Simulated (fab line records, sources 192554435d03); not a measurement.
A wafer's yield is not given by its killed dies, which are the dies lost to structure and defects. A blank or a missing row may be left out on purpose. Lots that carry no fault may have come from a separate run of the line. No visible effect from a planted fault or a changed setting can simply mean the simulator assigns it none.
Chamber matching + flow n5 finfet + rie diel-04 running N5_BEOL_M0_SAQP_ETCH_107: 4 sister chambers
The step etches SiNx in CH3F/O2, target depth 30 nm. 14 wafers are shown with their chamber, then 7 later ones without.

== EACH WAFER AND ITS CHAMBER ==
| wafer  | chamber | showerhead plenum p Torr (Torr) | throttle valve pct (%) | oes product au (a.u.) |
|--------|---------|---------------------------------|------------------------|-----------------------|
| L079.1 | 1       | 2.09                            | 16.43                  | 0.78                  |
| L079.2 | 2       | 1.94                            | 16.48                  | 0.77                  |
| L079.4 | 0       | 2.14                            | 16.07                  | 0.99                  |
| L080.3 | 2       | 1.94                            | 16.48                  | 0.78                  |
| L080.5 | 3       | 2.04                            | 16.11                  | 0.92                  |
| L080.6 | 0       | 2.14                            | 16.08                  | 0.98                  |
| L081.2 | 3       | 2.04                            | 16.09                  | 0.91                  |
| L081.3 | 2       | 1.94                            | 16.49                  | 0.77                  |
| L081.5 | 1       | 2.09                            | 16.44                  | 0.77                  |
| L088.2 | 1       | 2.09                            | 16.48                  | 0.76                  |
| L088.3 | 3       | 2.03                            | 16.12                  | 0.88                  |
| L088.5 | 3       | 2.03                            | 16.12                  | 0.89                  |
| L090.1 | 0       | 2.13                            | 16.13                  | 0.95                  |
| L090.3 | 2       | 1.93                            | 16.53                  | 0.77                  |

SIGNATURES, as means of the wafers listed above
| reading                  | chamber 0 | chamber 1 | chamber 2 | chamber 3 | scatter within a chamber |
|--------------------------|-----------|-----------|-----------|-----------|--------------------------|
| showerhead plenum p Torr | 2.1367    | 2.0900    | 1.9375    | 2.0350    | 0.00492                  |
| throttle valve pct       | 16.0933   | 16.4500   | 16.4950   | 16.1100   | 0.024                    |
| oes product au           | 0.9733    | 0.7700    | 0.7725    | 0.9000    | 0.0146                   |
Rule: distance of a wafer from a chamber = root of the sum over the readings of ((wafer's reading minus chamber's mean) / reading's scatter) squared. If the next closest chamber is less than 2 further off than the closest, the wafer can't be placed; otherwise it belongs to the closest. How the scatter is found: for the shown wafers, subtract from each reading the mean of its chamber, square and add these, divide the total by (wafers less chambers), then take the root.

== WAFERS MISSING THEIR CHAMBER ==
| wafer  | showerhead plenum p Torr (Torr) | throttle valve pct (%) | oes product au (a.u.) |
|--------|---------------------------------|------------------------|-----------------------|
| L090.6 | 2.13                            | 16.12                  | 0.93                  |
| L091.2 | 2.03                            | 16.13                  | 0.88                  |
| L091.5 | 2.03                            | 16.12                  | 0.87                  |
| L091.6 | 2.13                            | 16.13                  | 0.93                  |
| L097.2 | 2.03                            | 16.14                  | 0.87                  |
| L097.3 | 1.93                            | 16.55                  | 0.75                  |
| L097.5 | 1.93                            | 16.54                  | 0.75                  |

== EACH ONE'S CHAMBER ==
| wafer  | from the rows above | in truth |
|--------|---------------------|----------|
| L090.6 | 0                   | 0        |
| L091.2 | 3                   | 3        |
| L091.5 | 3                   | 3        |
| L091.6 | 0                   | 0        |
| L097.2 | 3                   | 3        |
| L097.3 | 2                   | 2        |
| L097.5 | 2                   | 2        |
Placed correctly: 7 of 7. From these rows, 0 cannot be placed. Wrongly placed: 0.
